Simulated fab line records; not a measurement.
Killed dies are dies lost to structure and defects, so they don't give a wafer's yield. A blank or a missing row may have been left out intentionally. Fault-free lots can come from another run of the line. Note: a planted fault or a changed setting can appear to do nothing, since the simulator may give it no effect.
Which tool is to blame?	flow nand harc	13 lots with 39 wafers sampled at 5 steps, on a route of 1302 steps

== WHAT THE GAUGES SHOWED, per wafer ==
NHARC_END_SORT_01. Usual: killed at array 56, standard deviation 19; killed at other 0.6, standard deviation 1; killed at periphery 3.9, standard deviation 2.7; killed dies 61, standard deviation 19; killed open 3.3, standard deviation 1.9; killed short 2.4, standard deviation 1.7.
lot	measured	on	killed at array	killed at other	killed at periphery	killed dies	killed open	killed short	flag
L883	day 25 12:58	prober-02	68 75 59	0 0 0	2 1 1	70 76 60	4 3 2	2 4 1	
L884	day 25 17:46	prober-01	52 39 49	0 0 1	3 0 1	55 39 51	1 0 3	4 1 5	
L885	day 26 15:25	prober-02	72 56 63	0 1 2	7 7 6	79 64 71	2 9 9	3 1 5	
L886	day 27 21:47	prober-02	51 62 64	0 0 0	1 2 0	52 64 64	2 4 2	4 3 4	
L888	day 27 15:38	prober-02	26 671 675	0 0 0	8 6 2	34 677 677	2 2 5	3 0 4	OFF
L889	day 28 06:38	prober-01	33 675 672	0 0 3	2 2 2	35 677 677	4 3 4	3 1 1	OFF
L890	day 28 18:31	prober-02	71 87 65	2 1 2	3 2 2	76 90 69	2 6 2	4 5 0	
L897	day 30 22:01	prober-01	32 29 23	2 5 2	2 4 5	36 38 30	3 7 7	3 1 5	
L898	day 31 23:44	prober-01	62 49 46	1 1 0	8 4 5	71 54 51	5 2 5	3 3 0	
L901	day 32 18:44	prober-01	67 48 52	1 1 1	4 3 5	72 52 58	5 1 2	2 1 4	
L900	day 32 21:01	prober-02	78 76 80	0 0 0	1 3 4	79 79 84	4 6 2	1 2 4	
L903	day 33 04:50	prober-02	69 75 79	0 0 0	6 0 9	75 75 88	2 2 3	7 6 1	
L902	day 33 03:29	prober-01	53 37 50	0 2 0	13 5 3	66 44 53	2 3 5	6 0 2	

== WHAT TOOL EACH LOT RAN ON (gives the tool, then ch and the chambers of the sampled wafers, and finally the start) ==
lot	NHARC_A_WL_FILL_RTA_01	NHARC_A_WL_FILL_ETCHBACK_05	NHARC_A_WL_FILL_ETCHBACK_17	NHARC_A_WL_FILL_ALD_19
L883	rtp anneal-01 ch 0, day 21 07:23	rie metal-03 ch 0,1, day 21 08:42	rie metal-03 ch 1, day 21 18:41	ald metal-01 ch 1,2,3, day 22 00:08
L884	rtp anneal-02 ch 0, day 21 13:29	rie metal-01 ch 0,1, day 21 14:50	rie metal-01 ch 0,1, day 22 01:16	ald metal-04 ch 0,3, day 22 06:46
L885	rtp anneal-02 ch 0, day 22 14:53	rie metal-01 ch 0, day 22 16:11	rie metal-03 ch 0,1, day 23 03:02	ald metal-01 ch 1,2,3, day 23 08:23
L886	rtp anneal-01 ch 0, day 23 06:40	rie metal-02 ch 0,1, day 23 08:01	rie metal-01 ch 0,1, day 23 19:19	ald metal-04 ch 0,3, day 24 00:49
L888	rtp anneal-01 ch 0, day 23 18:03	rie metal-03 ch 0,1, day 23 19:22	rie metal-03 ch 0,1, day 24 06:32	ald metal-01 ch 0,1, day 24 12:02
L889	rtp anneal-02 ch 0, day 24 02:07	rie metal-02 ch 0,1, day 24 03:26	rie metal-01 ch 0,1, day 24 13:49	ald metal-01 ch 0,1,3, day 24 19:19
L890	rtp anneal-02 ch 0, day 24 14:56	rie metal-02 ch 1, day 24 16:12	rie metal-03 ch 0,1, day 25 04:12	ald metal-04 ch 1,2,3, day 25 09:39
L897	rtp anneal-02 ch 0, day 26 20:17	rie metal-02 ch 0,1, day 26 21:37	rie metal-03 ch 0,1, day 27 07:59	ald metal-03 ch 0,1,2, day 27 13:31
L898	rtp anneal-02 ch 0, day 27 20:55	rie metal-02 ch 1, day 27 22:10	rie metal-03 ch 0,1, day 28 08:25	ald metal-01 ch 0,1,2, day 28 13:58
L901	rtp anneal-02 ch 0, day 28 14:20	rie metal-01 ch 0, day 28 15:48	rie metal-01 ch 0, day 29 03:14	ald metal-03 ch 0,3, day 29 08:46
L900	rtp anneal-01 ch 0, day 28 14:29	rie metal-03 ch 0,1, day 28 15:45	rie metal-03 ch 0,1, day 29 03:13	ald metal-01 ch 1,2,3, day 29 08:44
L903	rtp anneal-01 ch 0, day 28 23:34	rie metal-03 ch 0,1, day 29 00:55	rie metal-03 ch 0,1, day 29 11:53	ald metal-04 ch 1,2, day 29 17:19
L902	rtp anneal-02 ch 0, day 29 04:17	rie metal-01 ch 0, day 29 05:44	rie metal-02 ch 1, day 29 16:31	ald metal-03 ch 0,3, day 29 22:01
- NHARC_A_WL_FILL_RTA_01: time 5 s.
- NHARC_A_WL_FILL_ETCHBACK_05: etches the open film in Cl2/BCl3, target depth 22 nm, time 60 s.
- NHARC_A_WL_FILL_ETCHBACK_17: etches the open film in Cl2/BCl3, target depth 4 nm, time 26.7 s.
- NHARC_A_WL_FILL_ALD_19: deposits TiN, target thk 2 nm, pulse time 3 s, ald cycles 100.

== AS READ BY THE TOOLS THEMSELVES (means over the sampled wafers that have a number; for cases with no such wafer, the mark the record gives instead) ==
NHARC_A_WL_FILL_RTA_01. Usual: lamp power pct 28.7 %, standard deviation 2.6; wafer_temp_C_max 1004.4, standard deviation 1.3.
lot	tool	lamp power pct (%)	wafer_temp_C_max	flag
L883	rtp anneal-01	25.3	1005.0	
L884	rtp anneal-02	30.7	1004.1	
L885	rtp anneal-02	30.8	1003.8	
L886	rtp anneal-01	25.4	1005.4	
L888	rtp anneal-01	25.4	1005.9	
L889	rtp anneal-02	30.7	1003.7	
L890	rtp anneal-02	30.7	1003.6	
L897	rtp anneal-02	30.8	1002.9	
L898	rtp anneal-02	30.8	1003.8	
L901	rtp anneal-02	30.7	1003.5	
L900	rtp anneal-01	25.4	1004.9	
L903	rtp anneal-01	25.4	1006.4	
L902	rtp anneal-02	30.7	1003.0	

NHARC_A_WL_FILL_ETCHBACK_05. Usual: drypump motor current A 5.8 A, standard deviation 0.46; oes product au 0.997 a.u., standard deviation 0.013.
lot	tool	drypump motor current A (A)	oes product au (a.u.)	flag
L883	rie metal-03	5.8	1.013	
L884	rie metal-01	5.7	1.009	
L885	rie metal-01	5.6	1.007	
L886	rie metal-02	5.9	0.979	
L888	rie metal-03	5.3	1.010	
L889	rie metal-02	6.0	0.993	
L890	rie metal-02	5.9	0.980	
L897	rie metal-02	6.0	0.982	
L898	rie metal-02	5.9	0.989	
L901	rie metal-01	5.6	0.989	
L900	rie metal-03	5.8	0.998	
L903	rie metal-03	5.8	1.002	
L902	rie metal-01	5.6	0.992	

NHARC_A_WL_FILL_ETCHBACK_17. Usual: drypump motor current A 5.7 A, standard deviation 0.55; oes product au 0.996 a.u., standard deviation 0.013.
lot	tool	drypump motor current A (A)	oes product au (a.u.)	flag
L883	rie metal-03	6.3	1.011	
L884	rie metal-01	5.9	1.001	
L885	rie metal-03	5.8	0.999	
L886	rie metal-01	5.7	1.014	
L888	rie metal-03	5.3	1.003	
L889	rie metal-01	5.7	1.009	
L890	rie metal-03	5.3	1.003	
L897	rie metal-03	5.3	1.009	
L898	rie metal-03	5.8	1.007	
L901	rie metal-01	5.6	0.988	
L900	rie metal-03	5.8	0.994	
L903	rie metal-03	5.3	1.007	
L902	rie metal-02	5.9	0.982	

NHARC_A_WL_FILL_ALD_19. Usual: heater power outer w 695 W, standard deviation 82; heater power w 1097 W, standard deviation 130; precursor pulse height rel 0.997, standard deviation 0.019.
lot	tool	heater power outer w (W)	heater power w (W)	precursor pulse height rel	flag
L883	ald metal-01	769	1214	1.005	
L884	ald metal-04	624	1029	0.993	
L885	ald metal-01	766	1190	1.000	
L886	ald metal-04	620	1027	1.011	
L888	ald metal-01	686	1057	1.008	
L889	ald metal-01	701	1069	0.995	
L890	ald metal-04	690	1071	0.983	
L897	ald metal-03	671	1077	0.997	
L898	ald metal-01	744	1192	0.995	
L901	ald metal-03	591	997	0.996	
L900	ald metal-01	787	1197	0.987	
L903	ald metal-04	692	1056	0.985	
L902	ald metal-03	607	997	0.977	

== THE ANSWER, worked out from the rows above alone ==
Rule: take the mean of a lot's wafers that have a number; if it is more than 3 standard deviations from the usual mean, the lot is off. Also off: a lot with no number at a reading for which 4 or more lots have one. Any other lot the step has rows for is counted as sound. Order of review: gauges by route order, followed by the tools' own readings, for which a lot's mean as printed above is used. At the first step where some lot is off, the reading lying furthest off is the one used; lots without a number count as furthest.
Off at NHARC_END_SORT_01 (killed at array): L888, L889.
A tool fits if, at a process step before that reading, it ran every lot that is off, and no sound lot after the first of them. The gauges at NHARC_END_SORT_01 are tried like those tools. No candidate that was tried fits.

== WHAT THE SIMULATOR HAD INSERTED ==
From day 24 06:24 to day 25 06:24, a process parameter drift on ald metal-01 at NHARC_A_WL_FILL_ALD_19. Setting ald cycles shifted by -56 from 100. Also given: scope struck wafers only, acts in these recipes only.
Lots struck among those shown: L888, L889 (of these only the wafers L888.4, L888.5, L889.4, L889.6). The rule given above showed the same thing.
